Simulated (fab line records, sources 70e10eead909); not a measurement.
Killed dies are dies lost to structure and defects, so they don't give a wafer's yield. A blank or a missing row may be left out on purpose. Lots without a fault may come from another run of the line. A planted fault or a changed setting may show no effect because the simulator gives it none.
fab line records | flow nand_harc
record lots=6 wafers=16 last_day=26
route steps=1159 shown A_CHANNEL_HOLE_D1@472 END@1159
lots that met no fault: from a run of the same line without faults
start_h: hours from the record's first day to the start of the lot's first wafer shown | wait_h: hours since the lot's step before | " the same as in the row above | L1.1+2: a row that stands for several wafers | - no value, or no start given | * or withheld: withheld | < > ~ a bound
route shown NAME@n: a module of which the file shows steps, and the number in the route of the first | usual: mean/standard deviation of fault-free wafers | same: alike in all rows | chamber/n: place in a boat | sites: the reading at each site | _std_site: their standard deviation | _edge_site: outer sites' mean less inner sites' | radius_mm: how far each site lies from the wafer's centre | mask NAME#n: copy n | behind: the tool/chamber that last shaped the wafer | hold: why the lot was held/for how many hours/how that ended | device: the transistor (n, p or np) that didn't switch | end of line: the same wafers' tests at the end of the route | a step without rows: its recipe alone | killed: dies lost to structure and defects at the first sort, not the wafer's yield | map: a wafer's dies, x killed, . not, _ none there
set.NAME: the setting as run; set.NAME@STEP: as run at that earlier step | model.NAME: the simulator's own value behind a step, which no gauge read
lots at some steps of the route; a table a step, a row a wafer
services: from which hour (start_h, from the record's first day; less than 0 if before it) a tool's chamber was out of use, for how many hours, and why
## steps
# step NHARC_A_CHANNEL_HOLE_D1_ETCH_20
# recipe bias_v=3000 source_w=withheld pressure_mtorr=20 time_s=361.9 ar_flow_sccm=375 c4f8_flow_sccm=89.3 o2_flow_sccm=35.7 temp_c=-20 target_depth_a=16000 chemistry=C4F8/O2/Ar
# usual drypump_motor_current_A=5.8/0.47 showerhead_plenum_p_Torr=3.74/0.14 throttle_valve_pct=32.155/0.011
# same time_s=361.9
# columns lot.wafer tool chamber start_h wait_h drypump_motor_current_A rf_hours_counter_h showerhead_plenum_p_Torr throttle_valve_pct
L177.2 har_etch-02 0 184.38 0.1 5.7 100 3.52 32.163
L177.4 " 1 " " 6.7 - 3.88 32.168
L177.5 " 0 " " 5.7 - 3.53 32.150
L184.5 har_etch-01 0 232.73 0.3 5.5 - 3.77 32.153
L188.2 har_etch-01 0 250.25 0.1 5.5 218 3.76 32.143
L188.4 " 0 " " 5.5 - 3.76 32.132
L188.6 " 0 " " 5.5 - 3.76 32.153
L191.2 har_etch-02 1 272.82 0.1 6.6 142 3.85 32.152
L191.4 " 1 " " 6.7 - 3.85 32.154
L191.5 " 1 " " 6.7 - 3.85 32.154
L192.2 har_etch-01 0 281.65 0.1 5.5 233 3.75 32.154
L192.1 " 1 " " 5.6 233 3.80 32.146
L192.6 " 1 " " 5.6 - 3.80 32.156
L197.2 har_etch-02 1 307.04 0.1 6.6 153 3.85 32.162
L197.1 " 0 " " 5.7 153 3.50 32.163
L197.4 " 0 " " 5.7 - 3.50 32.166
# step NHARC_A_CHANNEL_HOLE_D1_ETCH_21
# recipe bias_v=3000 source_w=withheld pressure_mtorr=20 time_s=514.3 ar_flow_sccm=375 c4f8_flow_sccm=89.3 o2_flow_sccm=35.7 temp_c=-20 target_depth_a=16000 chemistry=C4F8/O2/Ar
# usual drypump_motor_current_A=5.8/0.46 showerhead_plenum_p_Torr=3.73/0.14 throttle_valve_pct=32.154/0.0096
# same time_s=514.3
# columns lot.wafer tool chamber start_h wait_h drypump_motor_current_A rf_hours_counter_h showerhead_plenum_p_Torr throttle_valve_pct
L177.2 har_etch-02 0 184.70 0.3 5.7 100 3.52 32.137
L177.4 " 1 " " 6.6 - 3.88 32.163
L177.5 " 0 " " 5.7 - 3.52 32.173
L184.5 har_etch-01 0 233.15 0.4 5.5 - 3.77 32.150
L188.2 har_etch-01 0 250.56 0.3 5.5 219 3.76 32.167
L188.4 " 0 " " 5.5 - 3.76 32.137
L188.6 " 0 " " 5.5 - 3.76 32.145
L191.2 har_etch-02 1 273.14 0.3 6.7 142 3.85 32.137
L191.4 " 1 " " 6.6 - 3.85 32.145
L191.5 " 1 " " 6.6 - 3.85 32.130
L192.2 har_etch-01 0 281.97 0.3 5.5 233 3.75 32.148
L192.1 " 1 " " 5.6 233 3.80 32.164
L192.6 " 1 " " 5.6 - 3.80 32.152
L197.2 har_etch-02 1 307.36 0.3 6.6 154 3.85 32.166
L197.1 " 0 " " 5.7 154 3.50 32.148
L197.4 " 0 " " 5.7 - 3.50 32.150
# step NHARC_A_CHANNEL_HOLE_D1_ETCH_22
# recipe bias_v=3000 source_w=withheld pressure_mtorr=20 time_s=666.7 ar_flow_sccm=375 c4f8_flow_sccm=89.3 o2_flow_sccm=35.7 temp_c=-20 target_depth_a=16000 chemistry=C4F8/O2/Ar
# step NHARC_A_CHANNEL_HOLE_D1_ETCH_23
# recipe bias_v=5000 source_w=withheld pressure_mtorr=20 time_s=819 ar_flow_sccm=375 c4f8_flow_sccm=89.3 o2_flow_sccm=35.7 temp_c=-20 target_depth_a=16000 chemistry=C4F8/O2/Ar
# usual drypump_motor_current_A=5.9/0.46 showerhead_plenum_p_Torr=3.73/0.14 throttle_valve_pct=32.155/0.0099
# same time_s=819
# columns lot.wafer tool chamber start_h wait_h drypump_motor_current_A rf_hours_counter_h showerhead_plenum_p_Torr throttle_valve_pct
L177.2 har_etch-02 0 185.71 0.5 5.7 101 3.52 32.147
L177.4 " 1 " " 6.6 - 3.88 32.173
L177.5 " 0 " " 5.7 - 3.52 32.165
L184.5 har_etch-01 0 234.38 0.6 5.5 - 3.77 32.142
L188.2 har_etch-01 0 251.58 0.5 5.5 220 3.76 32.160
L188.4 " 0 " " 5.5 - 3.76 32.173
L188.6 " 0 " " 5.5 - 3.76 32.153
L191.2 har_etch-02 1 274.14 0.5 6.6 143 3.85 32.161
L191.4 " 1 " " 6.6 - 3.85 32.148
L191.5 " 1 " " 6.6 - 3.85 32.152
L192.2 har_etch-01 0 282.99 0.5 5.5 234 3.75 32.145
L192.1 " 1 " " 5.6 234 3.80 32.155
L192.6 " 1 " " 5.6 - 3.80 32.160
L197.2 har_etch-02 1 308.38 0.5 6.7 155 3.84 32.161
L197.1 " 0 " " 5.7 155 3.50 32.134
L197.4 " 0 " " 5.7 - 3.50 32.162
# step NHARC_A_CHANNEL_HOLE_D1_ETCH_24
# recipe bias_v=5000 source_w=withheld pressure_mtorr=20 time_s=906.2 ar_flow_sccm=375 c4f8_flow_sccm=93.8 o2_flow_sccm=31.2 temp_c=-20 target_depth_a=15000 chemistry=C4F8/O2/Ar
# step NHARC_A_CHANNEL_HOLE_D1_ETCH_25
# recipe bias_v=5000 source_w=withheld pressure_mtorr=20 time_s=1040.2 ar_flow_sccm=375 c4f8_flow_sccm=93.8 o2_flow_sccm=31.2 temp_c=-20 target_depth_a=15000 chemistry=C4F8/O2/Ar
# usual drypump_motor_current_A=5.8/0.47 showerhead_plenum_p_Torr=3.73/0.14 throttle_valve_pct=32.235/0.0091
# same time_s=1040.2
# columns lot.wafer tool chamber start_h wait_h drypump_motor_current_A rf_hours_counter_h showerhead_plenum_p_Torr throttle_valve_pct
L177.2 har_etch-02 0 187.19 0.6 5.6 103 3.52 32.218
L177.4 " 1 " " 6.6 - 3.87 32.232
L177.5 " 0 " " 5.7 - 3.52 32.219
L184.5 har_etch-01 0 236.01 0.7 5.5 - 3.76 32.230
L188.2 har_etch-01 0 253.05 0.6 5.5 221 3.75 32.241
L188.4 " 0 " " 5.5 - 3.75 32.229
L188.6 " 0 " " 5.5 - 3.75 32.236
L191.2 har_etch-02 1 275.60 0.6 6.7 144 3.85 32.236
L191.4 " 1 " " 6.6 - 3.85 32.232
L191.5 " 1 " " 6.7 - 3.85 32.238
L192.2 har_etch-01 0 284.45 0.6 5.5 236 3.75 32.232
L192.1 " 1 " " 5.6 236 3.79 32.231
L192.6 " 1 " " 5.6 - 3.79 32.242
L197.2 har_etch-02 1 309.85 0.6 6.6 156 3.84 32.234
L197.1 " 0 " " 5.7 156 3.49 32.240
L197.4 " 0 " " 5.6 - 3.49 32.239
# step NHARC_A_CHANNEL_HOLE_D1_ETCH_26
# recipe bias_v=300 source_w=2000 pressure_mtorr=30 time_s=224.1 ar_flow_sccm=375 c4f8_flow_sccm=11.4 o2_flow_sccm=113.6 temp_c=-20 target_depth_a=3000 chemistry=C4F8/O2/Ar
# usual bias_v=300.5/2.9 drypump_motor_current_A=5.9/0.46 showerhead_plenum_p_Torr=3.78/0.14 throttle_valve_pct=24.582/0.0091
# same time_s=224.1
# columns lot.wafer tool chamber start_h wait_h bias_v drypump_motor_current_A rf_hours_counter_h showerhead_plenum_p_Torr throttle_valve_pct
L177.2 har_etch-02 0 188.06 0.7 297.5 5.7 103 3.56 24.576
L177.4 " 1 " " 302.2 6.7 - 3.93 24.570
L177.5 " 0 " " 297.8 5.7 - 3.56 24.576
L184.5 har_etch-01 0 236.33 0.2 296.1 5.5 - 3.81 24.578
L188.2 har_etch-01 0 253.93 0.7 305.4 5.5 222 3.81 24.575
L188.4 " 0 " " 308.2 5.5 - 3.81 24.579
L188.6 " 0 " " 306.3 5.5 - 3.81 24.583
L191.2 har_etch-02 1 276.49 0.7 306.8 6.7 145 3.90 24.577
L191.4 " 1 " " 300.7 6.6 - 3.90 24.590
L191.5 " 1 " " 301.9 6.6 - 3.90 24.584
L192.2 har_etch-01 0 285.34 0.7 302.8 5.5 237 3.80 24.585
L192.1 " 1 " " 295.0 5.6 237 3.85 24.582
L192.6 " 1 " " 301.1 5.6 - 3.85 24.588
L197.2 har_etch-02 1 310.71 0.7 302.7 6.6 157 3.90 24.585
L197.1 " 0 " " 300.1 5.7 157 3.53 24.600
L197.4 " 0 " " 297.0 5.7 - 3.53 24.582
# step NHARC_A_CHANNEL_HOLE_D1_ETCH_33
# recipe bias_v=400 source_w=2000 pressure_mtorr=25 time_s=90 ar_flow_sccm=375 c4f8_flow_sccm=41.7 o2_flow_sccm=83.3 temp_c=-20 target_depth_a=4000 chemistry=C4F8/O2/Ar
# step NHARC_A_CHANNEL_HOLE_D1_STRIP_41
# recipe n2_flow_sccm=150 h2_flow_sccm=150 ar_flow_sccm=0 bias_w=0 chemistry=N2/H2
# step NHARC_A_CHANNEL_HOLE_D1_STRIP_42
# recipe cf4_flow_sccm=100 chf3_flow_sccm=30 ar_flow_sccm=0 bias_w=0 chemistry=CF4/CHF3
# step NHARC_A_CHANNEL_HOLE_D1_STRIP_43
# recipe o2_flow_sccm=400 cos_flow_sccm=20 ar_flow_sccm=0 bias_w=0 chemistry=O2/COS
# step NHARC_A_CHANNEL_HOLE_D1_ETCH_44
# recipe target_depth_a=1400 overetch_a=140 time_s=77 ion_energy_ev=100 cf4_flow_sccm=80 o2_flow_sccm=20 ar_flow_sccm=0 rf_w=300 bias_w=100 chemistry=CF4/O2
# step NHARC_A_CHANNEL_HOLE_D1_STRIP_27
# recipe o2_flow_sccm=500 ar_flow_sccm=0 bias_w=0 chemistry=O2
# usual drypump_motor_current_A=5.9/0.49 oes_product_au=0.998/0.012 rf_vpp_V=57.9/0.9 showerhead_plenum_p_Torr=3.57/0.15 throttle_valve_pct=17.037/0.0096
# columns lot.wafer tool chamber start_h wait_h drypump_motor_current_A oes_product_au rf_hours_counter_h rf_vpp_V showerhead_plenum_p_Torr throttle_valve_pct
L177.2 rie_diel-05 3 189.15 - 5.0 1.016 0 57.3 3.68 17.044
L177.4 " 0 " " 5.6 1.018 0 57.7 3.35 17.045
L177.5 " 3 " " 5.0 1.001 - 58.7 3.68 17.035
L184.5 rie_diel-05 0 237.43 - 5.6 1.012 - 56.5 3.35 17.036
L188.4 rie_diel-05 0 255.03 - 5.6 1.008 3 56.6 3.35 17.035
L188.2 " 1 " " 6.3 1.010 5 59.6 3.72 17.055
L188.6 " 3 " " 5.0 1.015 - 58.3 3.67 17.039
L191.4 rie_diel-09 2 277.53 - 6.2 0.974 1 58.9 3.72 17.060
L191.2 " 1 " " 6.6 0.994 1 58.1 3.65 17.041
L191.5 " 2 " " 6.2 0.972 - 59.2 3.72 17.049
L192.1 rie_diel-06 0 286.50 - 6.4 0.994 1 60.0 3.58 17.037
L192.2 " 1 " " 6.0 0.988 1 57.4 3.31 17.031
L192.6 " 2 " " 5.6 0.988 - 58.0 3.53 17.056
L197.1 rie_diel-09 1 312.21 - 6.6 0.984 4 58.1 3.64 17.038
L197.4 " 2 " " 6.2 0.979 4 58.0 3.72 17.021
L197.2 " 0 " " 5.3 0.982 3 59.6 3.67 17.028
# step NHARC_A_CHANNEL_HOLE_D1_PRECLEAN_28
# recipe time_s=* temp_c=50 bath_age_min=0 chemistry=SC1
# step NHARC_A_CHANNEL_HOLE_D1_SRD_29
# step NHARC_A_CHANNEL_HOLE_D1_CD_MEAS_30
# usual cd_nm=90.5/1.5
# columns lot.wafer tool chamber start_h wait_h cd_nm
L177.2 cd_sem-02 - 189.80 - 90.9
L177.4 " - " " 89.8
L177.5 " - " " 89.1
L184.5 cd_sem-02 - 237.98 0.1 91.3
L188.2 cd_sem-03 - 255.68 - 89.5
L188.4 " - " " 94.0
L188.6 " - " " 92.3
L191.2 cd_sem-03 - 278.23 - 93.0
L191.4 " - " " 91.8
L191.5 " - " " 91.8
L192.1 cd_sem-02 - 287.08 - 91.5
L192.2 " - " " 91.8
L192.6 " - " " 90.2
L197.1 cd_sem-01 - 312.91 - 89.7
L197.2 " - " " 92.4
L197.4 " - " " 91.7
# step NHARC_A_CHANNEL_HOLE_D1_XSEM_31
# recipe landing_energy_ev=35000
# step NHARC_A_CHANNEL_HOLE_D1_INSPECT_40
# usual raw_defect_count=65/16
# columns lot.wafer tool chamber start_h wait_h hold raw_defect_count
L177.2 defect_inspect-01 - 190.00 - - 60
L177.4 " - " " - 30
L177.5 " - " " - 60
L184.5 defect_inspect-01 - 238.16 - await_dispo/0.2h/release 1199
L184.5 defect_inspect-01 - 238.33 0.2 - 1193
L188.2 defect_inspect-01 - 255.86 - await_dispo/0.2h/release 74
L188.4 " - " " await_dispo/0.2h/release 1238
L188.6 " - " " await_dispo/0.2h/release 67
L188.2 defect_inspect-01 - 256.03 0.2 - 76
L188.4 " - " " - 1252
L188.6 " - " " - 68
L191.2 defect_inspect-01 - 278.42 - - 45
L191.4 " - " " - 44
L191.5 " - " " - 61
L192.1 defect_inspect-02 - 287.27 - - 90
L192.2 " - " " - 83
L192.6 " - " " - 76
L197.1 defect_inspect-01 - 313.11 - - 46
L197.2 " - " " - 36
L197.4 " - " " - 41
# step NHARC_END_SORT_01
# recipe temp_c=25
# usual killed_at_array=27/12 killed_at_other=0.9/1.1 killed_at_periphery=3.2/2.4 killed_dies=31/12 killed_open=3.3/1.7 killed_short=2.0/1.6
# same gross_dies=677
# columns lot.wafer tool chamber start_h wait_h killed_at_array killed_at_other killed_at_periphery killed_dies killed_open killed_short
L184.5 prober-01 0 574.55 3.6 74 2 3 79 1 5
L188.4 prober-01 0 581.54 3.4 88 0 2 90 4 4
# killed by level:class
L184.5 A_CHANNEL_HOLE_D1:unspecified=52 A_CHANNEL_HOLE_D1:chamber_film_flake=16 A_CONTACT:chamber_film_flake=2 THIN_TSV:chamber_film_flake=2 P_CONTACT:geometric_particle:open=1 P_M0:geometric_particle:short=1 A_SOURCE_PLATE:geometric_particle:short=1 A_ONON_D1:geometric_particle:short=1
L188.4 A_CHANNEL_HOLE_D1:unspecified=53 A_CHANNEL_HOLE_D1:chamber_film_flake=23 A_CONTACT:geometric_particle:open=3 A_CONTACT:chamber_film_flake=3 A_STAIRCASE:chamber_film_flake=2 P_GATE:geometric_particle:short=1 P_M0:geometric_particle:short=1 A_CHANNEL_HOLE_D1:geometric_particle:open=1
# map L184.5 (x killed, . not)
____________.____________
_________......._________
_______..........._______
______.............______
_____..............._____
____........x........____
____..........xx.....____
___.........x.x.......___
___.........x.........___
__..........x.x........__
__.........x.xx..x.....__
_............x.x........_
_........x...xx........._
_......................._
_......................._
_......................._
.........................
............x............
.........................
................x........
.........................
_......................._
_.........x............._
_x....x.....x......x...._
_...x..................._
_.....x.x..............._
__.xxxx.x..............__
__xxxxxx...............__
___xxxxxx.............___
___xxxxxx.............___
____xxxxx.x..........____
____xxxxxxx..........____
_____xxxxxx........._____
______xxxxx........______
_______xxxx......._______
_________x......_________
____________.____________
# map L188.4 (x killed, . not)
____________.____________
_________......._________
_______..........._______
______.............______
_____..............._____
____.................____
____..........x......____
___........x..x.......___
___.......x.xxxx......___
__..........xxxx.......__
__........xxxxx.x......__
_...........xxx........._
_........x....xxx......._
_......................._
_.............x........._
_......................._
.x....x..........x.......
.........................
........................x
.........................
.........................
_..x.x.................._
_......................x_
_x......................_
_......................._
_....x....x............._
__...xxx...............__
__.xxxxxx..............__
___xxxxxx.............___
___xxxxxxxx...........___
____xxxxxxx..........____
____xxxxxx.x.........____
_____xxxxxx........._____
______xxxx.........______
_______xxxxx..x..._______
_________x......_________
____________.____________
## services
# columns tool chamber start_h hours kind
rie_diel-05 - 163.60 9.0 pm
rie_diel-05 0 163.60 9.0 vent_cycle
rie_diel-05 1 163.60 9.0 vent_cycle
rie_diel-05 2 163.60 9.0 vent_cycle
rie_diel-05 3 163.60 9.0 vent_cycle
rie_diel-05 0 172.60 - clean
rie_diel-05 1 172.60 - clean
rie_diel-05 2 172.60 - clean
rie_diel-05 3 172.60 - clean
rie_diel-06 - 178.28 0.2 repair
rie_diel-05 3 180.60 3.5 repair
rie_diel-05 0 197.10 - clean
rie_diel-09 2 203.33 9.9 repair
rie_diel-09 3 205.37 12.2 repair
har_etch-01 - 226.55 1.2 repair
rie_diel-06 - 239.30 0.7 repair
rie_diel-06 - 241.20 9.0 pm
rie_diel-05 0 246.01 4.7 repair
rie_diel-09 - 254.10 9.0 pm
rie_diel-05 1 262.10 17.3 repair
rie_diel-05 1 298.42 10.8 repair
har_etch-01 - 305.26 17.0 pm
har_etch-01 0 305.26 17.0 vent_cycle
har_etch-01 1 305.26 17.0 vent_cycle
## key
first_sign step=NHARC_A_CHANNEL_HOLE_D1_INSPECT_40 reading=visit direction=added
effect step=NHARC_A_CHANNEL_HOLE_D1_INSPECT_40 reading=raw_defect_count direction=up sigmas=71 usual=65 struck=1218
effect step=NHARC_END_SORT_01 reading=killed_at_array direction=up sigmas=4.6 usual=27 struck=81
more_kills_born_at NHARC_A_CHANNEL_HOLE_D1_STRIP_27@rie_diel-05=105
met_at NHARC_A_CHANNEL_HOLE_D1_STRIP_27
struck_wafers L184.5,L188.4
tester_left_out L184,L188
onset_between 189.15 237.43
fault kind=chamber_particle_source tool=rie_diel-05 chamber=0 onset_h=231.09 steps=NHARC_A_CHANNEL_HOLE_D1_STRIP_27 rate_per_visit_cm2=1.8148 end_h=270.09
# tester_left_out: of these lots the tester's yield and bins aren't shown, on N5 and GAA mostly nor the transistor test; their killed dies are dies lost to structure and defects alone, not to doping, threshold or leakage, so they don't give the yield
